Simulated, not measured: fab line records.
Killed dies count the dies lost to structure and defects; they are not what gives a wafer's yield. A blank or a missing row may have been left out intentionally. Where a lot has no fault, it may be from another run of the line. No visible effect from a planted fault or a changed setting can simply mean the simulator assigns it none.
Comparing a struck lot with a sound one || flow n5 finfet || 15 steps out of a route of 1938
Sound: the wafers L651.1, L651.2, L651.4. The struck wafers were L653.4, L653.5, L653.6. The cause is given at the end.
Per side, at each step with rows, come the tool, then ch with its chambers, and then its first start. Under that, the readings that differ: sound wafers || struck wafers || difference of the means || sigmas: that difference in standard deviations of wafers without a fault.
alike: readings whose means differ by less than 2 such deviations, and words and numbers that are the same on both sides. not compared: withheld readings, readings that some wafer has no value for, bounds like >300 that may hide the same value, and numbers for which the record gives no deviation and whose values overlap.
The two part at a step that has a row with sigmas, a row that says differs or no value, or rows on one side only. When numbers do not overlap yet have no deviation, they are printed without sigmas and do not part them. A reading that every wafer of one side lacks parts them only if that side has two wafers or more.

first, 8 steps without rows for these wafers: N5_BEOL_M5_COAT_60 (time 60 s, resist thk 12 nm); N5_BEOL_M5_COAT_71 (time 60 s, resist thk 5 nm); N5_BEOL_M5_COAT_05 (resist thk 30 nm); N5_BEOL_M5_EBR_07; N5_BEOL_M5_SOFTBAKE_06 (time 60 s); N5_BEOL_M5_EXPOSE_08 (exposes mask M5, target cd 28 nm); N5_BEOL_M5_PEB_09 (peb time 60 s); N5_BEOL_M5_DEVELOP_10 (develop time 30 s).
N5_BEOL_M5_CD_MEAS_11: the cd target is 27.74 nm.
  sound on cd sem-02 ch 0, day 9 08:23; struck on cd sem-01 ch 0, day 10 04:55
  alike: cd nm
N5_BEOL_M5_OVL_MEAS_12:
  sound on overlay-02 ch 0, day 9 08:25; struck on overlay-02 ch 0, day 10 05:00
  alike: M5_OVL
N5_BEOL_M5_INSPECT_13: inspects for defects (brightfield).
  struck on defect inspect-02, day 10 05:02; sound on defect inspect-02, day 9 08:28
  alike: raw defect count
N5_BEOL_M5_DESCUM_16: chemistry O2, time 7 s.
  sound on rie diel-05 ch 0,1, day 9 08:30; struck on rie diel-05 ch 0,2,3, day 10 05:07
  alike: drypump motor current A, oes product au, rf vpp V, showerhead plenum p Torr, throttle valve pct
  not compared: rf hours counter h
N5_BEOL_M5_ETCH_72: etches underlayer in N2/H2, target depth 6.5 nm, time 5.2 s.
  sound on rie diel-05 ch 0,1, day 9 08:32; struck on rie diel-05 ch 0,2,3, day 10 05:10
{"reading": "etch rf on time s (s)", "sound": "5.31 5.31 5.35", "struck": "4.42 4.41 4.25", "difference": -0.96, "sigmas": -6}
{"reading": "rf fwd power W (W)", "sound": "819.2 820.8 821.2", "struck": "1018.6 1019.4 1020.8", "difference": "+199.2", "sigmas": "+91"}
{"reading": "rf vpp V (V)", "sound": "524.8 527.2 525.3", "struck": "487.1 483.8 490.7", "difference": -38.6, "sigmas": -15}
  alike: bias w, drypump motor current A, oes product au, showerhead plenum p Torr, throttle valve pct
  not compared: rf hours counter h
N5_BEOL_M5_ETCH_61: etches SiARC in CF4, target depth 15.6 nm, time 26 s.
  sound on rie diel-05 ch 0,1, day 9 08:33; struck on rie diel-05 ch 0,2,3, day 10 05:11
  alike: bias w, drypump motor current A, etch rf on time s, oes product au, rf fwd power W, rf vpp V, showerhead plenum p Torr, throttle valve pct
  not compared: rf hours counter h
-- a jump in the record: the struck wafers' starts before and after are 5 days apart (it breaks off in module BEOL_M5 and resumes in module PASSIVATION, where the first step shown is number 1936 of the route) --
N5_PASSIVATION_PROBE_49:
  record: rows for the struck wafers here (prober-02, day 15 01:57), none for the sound ones

## WHERE THEY PART
First at N5_BEOL_M5_ETCH_72; last, within this record, at N5_PASSIVATION_PROBE_49.

WHY: what had been put in by the simulator
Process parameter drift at N5_BEOL_M5_ETCH_72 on rie diel-05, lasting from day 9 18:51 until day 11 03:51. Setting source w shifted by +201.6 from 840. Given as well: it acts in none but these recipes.
